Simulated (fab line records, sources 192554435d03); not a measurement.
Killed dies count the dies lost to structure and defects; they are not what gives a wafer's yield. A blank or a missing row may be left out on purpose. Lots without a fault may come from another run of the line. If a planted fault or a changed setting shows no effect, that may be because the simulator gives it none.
fab line records	flow n5-finfet
record: lots: 6	wafers: 18	last-day: 17
route steps=1938 shown BEOL_M11@1560 PASSIVATION@1936
lots untouched by any fault: they come from a run of this same line in which no faults occurred
start-h: the number of hours between the record's first day and the start of the first shown wafer of the lot	wait-h: hours since the lot's step before	" same as the row above	L1.1+2: one row covering several wafers at once	- no value, or no start was given	* or withheld: withheld	< > ~ a bound
route shown NAME@n: names a module that has steps shown in the file, with the first one's number in the route	usual: mean/standard deviation of fault-free wafers	same: alike in all rows	chamber/n: place in a boat	sites: the reading at each site	_std_site: their standard deviation	_edge_site: the outer-site mean with the inner-site mean subtracted	radius-mm: how far each site lies from the wafer's centre	mask NAME#n: copy n	behind: the most recent tool/chamber to have shaped the wafer	hold: the reason the lot was held/the length of the hold in hours/how it ended	device: the n, p or np transistor that did not switch	end of line: at the end of the route, the tests of the same wafers	where a step has no rows: the recipe by itself	killed: dies that structure and defects cost at the first sort, which is not the same as the wafer's yield	map: per-die view of a wafer (x killed, . not killed, _ where there is no die)
set.NAME: the run value of the setting; set.NAME@STEP: its run value at that earlier step	model.NAME: the simulator's own value behind a step, which no gauge read
a table for each step, a row for each wafer; lots at some steps of the route
services: a tool's chamber out of use, with start hour (start-h, from the record's first day; less than 0 if before it), hours out, and reason
== steps ==
step: N5_BEOL_M11_COAT_63
recipe: resist: SOC	temp-c: 250	time-s: 60	spin-rpm: 1500	resist-thk-nm: 100
step: N5_BEOL_M11_COAT_64
recipe: resist: SiARC	temp-c: 220	time-s: 60	spin-rpm: 1500	resist-thk-nm: 30
step: N5_BEOL_M11_COAT_22
recipe: resist: CAR-ArF	spin-rpm: 1500	resist-thk-nm: 90
step: N5_BEOL_M11_EBR_24
recipe: solvent: PGMEA	ebr-width-mm: 1.5
step: N5_BEOL_M11_SOFTBAKE_23
recipe: temp-c: 110	time-s: 60	resist: CAR-ArF
step: N5_BEOL_M11_EXPOSE_25
recipe: mask-id: V10	na: 1.35	source-shape: annular	sigma-inner: 0.5	sigma-outer: 0.8	polarization: unpolarized	dose-mj: 85.5
step: N5_BEOL_M11_PEB_26
recipe: peb-temp-c: withheld	peb-time-s: 60	resist: CAR-ArF
step: N5_BEOL_M11_DEVELOP_27
recipe: develop-time-s: 30	developer: TMAH	resist: CAR-ArF	rinse-liquid: diw	dry: air-spin	dev-temp-c: 23
step: N5_BEOL_M11_CD_MEAS_28
recipe: target-cd-nm: 70	landing-energy-ev: 500	detector: se-inlens	polarity: opening
usual: cd-nm: 69.9/1.2
lot.wafer	tool	chamber	start-h	wait-h	cd-nm
L960.1	cd-sem-02	0	243.08	-	70.7
L960.3	"	0	"	"	71.5
L960.6	"	0	"	"	70.1
L970.2	cd-sem-03	0	296.00	-	69.7
L970.4	"	0	"	"	70.1
L970.5	"	0	"	"	69.7
L977.2	cd-sem-01	0	338.23	-	70.4
L977.5	"	0	"	"	70.5
L977.6	"	0	"	"	70.0
L980.1	cd-sem-03	0	339.59	-	70.4
L980.3	"	0	"	"	70.7
L980.4	"	0	"	"	70.4
L979.2	cd-sem-03	0	346.28	-	71.6
L979.3	"	0	"	"	68.8
L979.6	"	0	"	"	70.0
L981.2	cd-sem-02	0	374.69	-	70.6
L981.5	"	0	"	"	71.3
L981.6	"	0	"	"	70.6
step: N5_BEOL_M11_OVL_MEAS_29
recipe: points-per-wafer: 44
usual: V10_OVL: -0.8/0.92
lot.wafer	tool	chamber	start-h	wait-h	V10_OVL[nm]
L960.1	overlay-02	0	243.11	0.0	1.0
L960.3	"	0	"	"	0.0
L960.6	"	0	"	"	0.7
L970.2	overlay-01	0	296.03	0.0	-1.0
L970.4	"	0	"	"	-0.9
L970.5	"	0	"	"	-1.2
L977.2	overlay-02	0	338.26	0.0	-0.2
L977.5	"	0	"	"	-0.6
L977.6	"	0	"	"	-1.6
L980.1	overlay-01	0	339.62	0.0	-1.6
L980.3	"	0	"	"	-1.4
L980.4	"	0	"	"	-1.2
L979.2	overlay-02	0	346.30	0.0	0.3
L979.3	"	0	"	"	-0.5
L979.6	"	0	"	"	-0.2
L981.2	overlay-01	0	374.72	0.0	-1.0
L981.5	"	0	"	"	-2.2
L981.6	"	0	"	"	-0.2
step: N5_BEOL_M11_INSPECT_30
recipe: mode: adi	inspect-instrument: brightfield
usual: raw-defect-count: 430/73
lot.wafer	tool	chamber	start-h	wait-h	raw-defect-count
L960.1	defect-inspect-02	-	243.13	0.0	560
L960.3	"	-	"	"	680
L960.6	"	-	"	"	550
L970.2	defect-inspect-02	-	296.05	0.0	345
L970.4	"	-	"	"	361
L970.5	"	-	"	"	427
L977.2	defect-inspect-01	-	338.28	0.0	374
L977.5	"	-	"	"	346
L977.6	"	-	"	"	494
L980.1	defect-inspect-01	-	339.64	0.0	447
L980.3	"	-	"	"	483
L980.4	"	-	"	"	482
L979.2	defect-inspect-01	-	346.33	0.0	585
L979.3	"	-	"	"	413
L979.6	"	-	"	"	355
L981.2	defect-inspect-01	-	374.89	0.2	530
L981.5	"	-	"	"	481
L981.6	"	-	"	"	473
step: N5_BEOL_M11_DESCUM_33
recipe: chemistry: O2	time-s: 7.9	source-power-w: 50	bias-power-w: 20	pressure-mtorr: 20	rf-frequency-hz: 2.712e+07	temp-c: 40	resist: CAR-ArF	o2-flow-sccm: 225
usual: drypump-motor-current-A: 5.6/0.47	oes-product-au: 0.81/0.094	rf-fwd-power-W: 49.3/0.31	rf-vpp-V: 243.6/1.3	showerhead-plenum-p-Torr: 2.12/0.078	throttle-valve-pct: 20.4/0.31
lot.wafer	tool	chamber	start-h	wait-h	drypump-motor-current-A	oes-product-au	rf-fwd-power-W	rf-hours-counter-h	rf-vpp-V	showerhead-plenum-p-Torr	throttle-valve-pct
L960.1	rie-diel-04	2	243.31	0.2	4.9	0.79	49.4	104	242.4	2.14	20.5
L960.3	"	1	"	"	6.2	0.67	48.9	248	242.1	1.99	20.8
L960.6	"	3	"	"	5.0	0.87	49.7	-	242.8	2.09	19.7
L970.2	rie-diel-02	0	296.18	0.1	6.0	0.71	49.0	225	242.9	2.07	20.7
L970.4	"	2	"	"	5.6	0.93	49.0	16	242.7	2.08	20.6
L970.5	"	0	"	"	6.0	0.72	49.0	-	244.4	2.07	20.7
L977.2	rie-diel-04	0	338.32	0.0	5.3	0.84	49.3	55	246.0	2.24	20.2
L977.5	"	1	"	"	6.2	0.94	49.0	-	245.9	2.25	20.6
L977.6	"	2	"	"	4.9	0.76	49.6	-	242.2	2.13	20.6
L980.1	rie-diel-04	0	339.70	0.1	5.2	0.85	49.1	55	244.9	2.24	20.3
L980.3	"	1	"	"	6.2	0.94	48.9	23	246.3	2.25	20.6
L980.4	"	3	"	"	5.0	0.82	49.5	78	243.7	2.08	19.8
L979.2	rie-diel-05	3	346.67	0.3	5.3	0.90	49.0	28	243.2	2.07	20.6
L979.3	"	0	"	"	6.5	0.67	49.1	244	244.2	2.14	20.8
L979.6	"	1	"	"	5.5	0.99	49.6	-	242.1	2.04	20.2
L981.2	rie-diel-05	3	375.33	0.4	5.2	0.88	49.0	37	244.1	2.06	20.6
L981.5	"	2	"	"	5.8	0.81	49.6	-	242.8	2.01	20.1
L981.6	"	3	"	"	5.2	0.88	49.0	-	242.0	2.06	20.7
step: N5_BEOL_M11_ETCH_65
recipe: chemistry: CF4	target: SiARC	target-depth-a: 390	mask-material: CAR-ArF	time-s: 65	ion-energy-ev: 80	pressure-mtorr: 40	source-w: 545	bias-w: 36	Ar_flow_sccm: 100	cf4-flow-sccm: 100	ends: cleared
usual: drypump-motor-current-A: 5.6/0.47	etch-rf-on-time-s: 65.8/1.8	oes-product-au: 0.69/0.08	rf-fwd-power-W: 538/3.1	rf-vpp-V: 184.3/1.1	showerhead-plenum-p-Torr: 2.16/0.071	throttle-valve-pct: 15.54/0.29
lot.wafer	tool	chamber	start-h	wait-h	drypump-motor-current-A	etch-rf-on-time-s	oes-product-au	rf-fwd-power-W	rf-hours-counter-h	rf-vpp-V	showerhead-plenum-p-Torr	throttle-valve-pct
L960.1	rie-diel-04	2	243.34	0.0	4.9	63.3	0.69	539	104	184.5	2.15	15.55
L960.3	"	1	"	"	6.2	63.8	0.58	532	248	183.9	2.05	16.01
L960.6	"	3	"	"	5.0	66.5	0.73	545	-	185.1	2.17	15.12
L970.2	rie-diel-02	0	296.22	0.0	6.0	67.5	0.60	535	225	183.6	2.12	15.86
L970.4	"	2	"	"	5.7	62.8	0.80	537	16	183.3	2.11	15.63
L970.5	"	0	"	"	6.1	68.0	0.59	534	-	182.5	2.12	15.86
L977.2	rie-diel-04	0	338.35	0.0	5.3	48.4	0.88	532	55	184.8	2.25	15.11
L977.5	"	1	"	"	6.2	64.7	0.80	534	-	185.7	2.30	15.61
L977.6	"	2	"	"	4.9	63.1	0.66	537	-	184.6	2.14	15.59
L980.1	rie-diel-04	0	339.74	0.0	5.2	48.4	0.88	534	55	186.3	2.25	15.12
L980.3	"	1	"	"	6.2	47.0	0.97	532	23	184.2	2.30	15.61
L980.4	"	3	"	"	5.0	66.4	0.69	542	78	183.7	2.16	15.18
L979.2	rie-diel-05	3	346.71	0.0	5.2	63.8	0.76	536	28	183.2	2.09	15.57
L979.3	"	0	"	"	6.4	67.7	0.58	538	244	184.1	2.19	16.01
L979.6	"	1	"	"	5.5	66.1	0.82	539	-	184.0	2.09	15.27
L981.2	rie-diel-05	3	375.36	0.0	5.3	63.6	0.76	536	37	184.4	2.09	15.59
L981.5	"	2	"	"	5.8	65.1	0.71	545	-	183.8	2.07	15.31
L981.6	"	3	"	"	5.3	63.7	0.75	535	-	183.5	2.09	15.58
step: N5_BEOL_M11_ETCH_66
recipe: chemistry: N2/H2	target: SOC	target-depth-a: 1200	overetch-a: 240	mask-material: SiARC	temp-c: 40	time-s: 180	ion-energy-ev: 200	pressure-mtorr: 30	source-w: 840	bias-w: 150	n2-flow-sccm: 200	h2-flow-sccm: 200
usual: drypump-motor-current-A: 5.6/0.47	oes-product-au: 0.66/0.07	rf-fwd-power-W: 836.3/2.8	rf-vpp-V: 524.8/2.2	showerhead-plenum-p-Torr: 2.58/0.078	throttle-valve-pct: 17.8/0.32
lot.wafer	tool	chamber	start-h	wait-h	drypump-motor-current-A	oes-product-au	rf-fwd-power-W	rf-hours-counter-h	rf-vpp-V	showerhead-plenum-p-Torr	throttle-valve-pct
L960.1	rie-diel-04	2	243.39	0.0	4.9	0.64	843.3	105	525.1	2.57	17.7
L960.3	"	1	"	"	6.2	0.54	835.2	248	518.6	2.40	18.2
L960.6	"	3	"	"	5.0	0.69	838.6	-	526.5	2.58	17.4
L970.2	rie-diel-02	0	296.27	0.0	6.0	0.58	832.4	225	523.6	2.51	18.1
L970.4	"	2	"	"	5.7	0.74	834.8	16	522.1	2.49	17.8
L970.5	"	0	"	"	6.0	0.58	836.0	-	523.5	2.51	18.1
L977.2	rie-diel-04	0	338.40	0.0	5.3	0.70	833.9	55	527.7	2.66	17.2
L977.5	"	1	"	"	6.2	0.76	838.0	-	530.1	2.71	17.9
L977.6	"	2	"	"	4.9	0.62	831.7	-	523.9	2.55	17.8
L980.1	rie-diel-04	0	339.79	0.0	5.3	0.69	831.3	55	528.2	2.66	17.2
L980.3	"	1	"	"	6.2	0.75	832.4	23	526.8	2.71	17.9
L980.4	"	3	"	"	5.0	0.66	841.0	78	523.8	2.57	17.4
L979.2	rie-diel-05	3	346.76	0.0	5.3	0.71	834.0	28	523.7	2.51	18.0
L979.3	"	0	"	"	6.5	0.56	833.5	244	524.7	2.60	18.2
L979.6	"	1	"	"	5.5	0.78	837.5	-	522.9	2.52	17.7
L981.2	rie-diel-05	3	375.41	0.0	5.3	0.70	834.5	37	522.1	2.50	18.0
L981.5	"	2	"	"	5.8	0.67	839.4	-	521.1	2.47	17.6
L981.6	"	3	"	"	5.3	0.71	834.2	-	522.9	2.50	18.0
step: N5_PASSIVATION_PROBE_49
usual: defect-limited-yield: 91.5/1.7	killed_at_M0_to_M3: 33/11	killed_at_M4_up: 13/5.2	killed-at-contacts: 11/5.7	killed-at-front-end: 39/11	killed-at-other: 4/3	killed-dies: 101/20	killed-open: 66/15	killed-short: 33/8.4	sort_bin_5_function: 5.0/1.1	sort_bin_6_memory: 3.2/0.69	sort-n-pass: 1078/20	sort-yield-pct: 91.4/1.7
same: gross-dies: 1180	killed-at-back-side: 0	sort_bin_4_leakage[%]: 0	sort_bin_8_speed[%]: 0
lot.wafer	tool	chamber	start-h	wait-h	defect-limited-yield[%]	killed_at_M0_to_M3	killed_at_M4_up	killed-at-contacts	killed-at-front-end	killed-at-other	killed-dies	killed-open	killed-short	sort_bin_5_function[%]	sort_bin_6_memory[%]	sort-n-pass	sort-yield-pct[%]
L977.5	prober-02	-	382.22	0.2	89.7	35	7	4	66	9	121	55	53	5.2	3.4	1059	89.7
L980.1	prober-01	-	386.67	0.0	90.9	32	8	12	51	4	107	72	34	5.0	3.6	1073	90.9
L980.3	prober-01	-	386.77	0.1	92.5	26	9	12	36	5	88	57	30	3.9	3.1	1092	92.5
L980.4	prober-01	-	386.82	0.2	92.5	28	5	11	33	12	89	48	38	4.5	2.5	1091	92.5
L979.2	prober-01	-	396.38	0.1	90.9	27	13	19	47	1	107	77	27	5.3	3.5	1073	90.9
L979.3	prober-01	-	396.43	0.1	90.3	30	6	11	68	0	115	78	35	6.1	3.1	1065	90.3
L979.6	prober-01	-	396.58	0.3	89.2	43	16	12	54	2	127	82	42	6.8	3.6	1053	89.2
L981.2	prober-02	-	410.65	0.1	91.7	25	11	19	40	3	98	71	25	4.2	3.9	1082	91.7
L981.5	prober-02	-	410.80	0.2	93.2	27	13	16	15	9	80	60	19	3.6	2.9	1100	93.2
L981.6	prober-02	-	410.85	0.3	90.1	30	4	34	45	4	117	75	40	6.1	3.4	1063	90.1
killed by level:class
L977.5 FIN_SAQP:geometric-particle:open=17 FIN_SAQP:geometric-particle:short=14 BEOL_M0_SAQP:geometric-particle:short=14 HKMG_FIN:area-etch=13 BEOL_M0_SAQP:geometric-particle:open=8 GATE_CUT:geometric-particle:open=4 GATE_CUT:geometric-particle:short=4 BEOL_M2:geometric-particle:short=4
L980.1 BEOL_M3:geometric-particle:open=15 FIN_SAQP:geometric-particle:open=11 FIN_SAQP:geometric-particle:short=10 MOL_CONTACT_COAG:geometric-particle:open=10 GATE_CUT:geometric-particle:short=9 GATE_CUT:geometric-particle:open=9 BEOL_M2:geometric-particle:open=6 BEOL_M0_SAQP:geometric-particle:open=5
L980.3 BEOL_M3:geometric-particle:open=12 MOL_CONTACT_COAG:geometric-particle:open=11 GATE_CUT:geometric-particle:short=8 FIN_SAQP:geometric-particle:open=7 FIN_SAQP:geometric-particle:short=6 DUMMY_GATE:geometric-particle:open=5 BEOL_M2:geometric-particle:open=4 BEOL_M4:geometric-particle:open=4
L980.4 BEOL_M3:geometric-particle:open=14 FIN_SAQP:geometric-particle:open=7 GATE_CUT:geometric-particle:short=7 BEOL_M0_SAQP:geometric-particle:short=7 MOL_CONTACT_COAG:geometric-particle:open=6 MOL_CONTACT_COAG:geometric-particle:short=5 STI_FIN_REVEAL:geometric-particle:open=4 STARTING-WAFER:geometric-particle:short=4
L979.2 STI_FIN_REVEAL:geometric-particle:open=20 MOL_CONTACT_COAG:geometric-particle:open=15 BEOL_M0_SAQP:geometric-particle:open=9 FIN_SAQP:geometric-particle:open=8 BEOL_M0_SAQP:geometric-particle:short=7 STI_FIN_REVEAL:geometric-particle:short=5 BEOL_M2:geometric-particle:open=5 MOL_CONTACT_COAG:geometric-particle:short=4
L979.3 STI_FIN_REVEAL:geometric-particle:open=31 FIN_SAQP:geometric-particle:short=11 FIN_SAQP:geometric-particle:open=10 MOL_CONTACT_COAG:geometric-particle:open=9 BEOL_M2:geometric-particle:open=6 BEOL_M0_SAQP:geometric-particle:open=6 BEOL_M0_SAQP:geometric-particle:short=5 STI_FIN_REVEAL:geometric-particle:short=4
L979.6 FIN_SAQP:geometric-particle:open=15 FIN_SAQP:geometric-particle:short=14 BEOL_M0_SAQP:geometric-particle:open=13 MOL_CONTACT_COAG:geometric-particle:open=11 BEOL_M0_SAQP:geometric-particle:short=11 BEOL_M4:geometric-particle:open=9 BEOL_M1:geometric-particle:open=5 BEOL_M2:geometric-particle:open=5
L981.2 MOL_CONTACT_COAG:geometric-particle:open=16 STI_FIN_REVEAL:geometric-particle:open=12 BEOL_M2:geometric-particle:open=9 DUMMY_GATE:geometric-particle:open=7 ILD0:geometric-particle:open=5 BEOL_M4:geometric-particle:open=4 STARTING-WAFER:geometric-particle:open=4 MOL_CONTACT_COAG:geometric-particle:short=3
L981.5 MOL_CONTACT_COAG:geometric-particle:open=14 BEOL_M1:geometric-particle:open=8 BEOL_M0_SAQP:geometric-particle:open=7 STI_FIN_REVEAL:geometric-particle:open=5 BEOL_M2:geometric-particle:open=5 DUMMY_GATE:geometric-particle:open=3 BEOL_M0_SAQP:geometric-particle:short=3 BEOL_M4:geometric-particle:open=3
L981.6 MOL_CONTACT_COAG:geometric-particle:open=26 STI_FIN_REVEAL:geometric-particle:open=16 BEOL_M0_SAQP:geometric-particle:short=10 BEOL_M0_SAQP:geometric-particle:open=9 MOL_CONTACT_COAG:geometric-particle:short=8 DUMMY_GATE:geometric-particle:open=6 FIN_SAQP:geometric-particle:short=4 BEOL_M1:geometric-particle:open=4
== services ==
tool	chamber	start-h	hours	kind
rie-diel-05	3	222.62	-	clean
rie-diel-05	3	222.62	-	consumable-replace:focus-ring
rie-diel-05	3	222.62	24.3	scheduled-down
rie-diel-05	3	222.62	24.3	vent-cycle
rie-diel-05	-	229.87	0.2	repair
rie-diel-04	1	253.38	-	clean
rie-diel-04	1	253.38	-	consumable-replace:focus-ring
rie-diel-04	1	253.38	-	consumable-replace:showerhead
rie-diel-04	1	253.38	17.5	scheduled-down
rie-diel-04	1	253.38	17.5	vent-cycle
rie-diel-02	2	266.68	5.1	repair
rie-diel-05	1	305.69	-	clean
rie-diel-05	1	305.69	-	consumable-replace:focus-ring
rie-diel-05	1	305.69	27.6	scheduled-down
rie-diel-05	1	305.69	27.6	vent-cycle
rie-diel-05	-	319.34	2.8	pm
rie-diel-04	0	324.21	1.2	repair
rie-diel-02	-	330.92	3.4	repair
rie-diel-05	0	365.17	-	clean
rie-diel-05	0	365.17	-	consumable-replace:focus-ring
rie-diel-05	0	365.17	17.0	scheduled-down
rie-diel-05	0	365.17	17.0	vent-cycle
== key ==
first-sign: step: N5_BEOL_M11_ETCH_65	reading: etch-rf-on-time-s	direction: down	sigmas: 9.7	usual: *	struck: *
effect: step: N5_BEOL_M11_ETCH_65	reading: oes-product-au	direction: up	sigmas: 2.7	usual: 0.69	struck: 0.91	wafers-moved: 1
met-at N5_BEOL_M11_ETCH_65
struck-wafers L977.2,L980.1,L980.3
baseline-loss: step: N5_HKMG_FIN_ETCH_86	wafers: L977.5
onset-between 243.34 338.35
fault: kind: process-parameter-drift	tool: rie-diel-04	chamber: -	onset-h: 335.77	steps: N5_BEOL_M11_ETCH_65	channel: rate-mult	offset: 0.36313	shape: step	end-h: 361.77	scope: struck-wafers-only
baseline-loss: these wafers lose ten dies or more at that step, a loss of the line's own and not of a fault; the sort's usual values leave them out
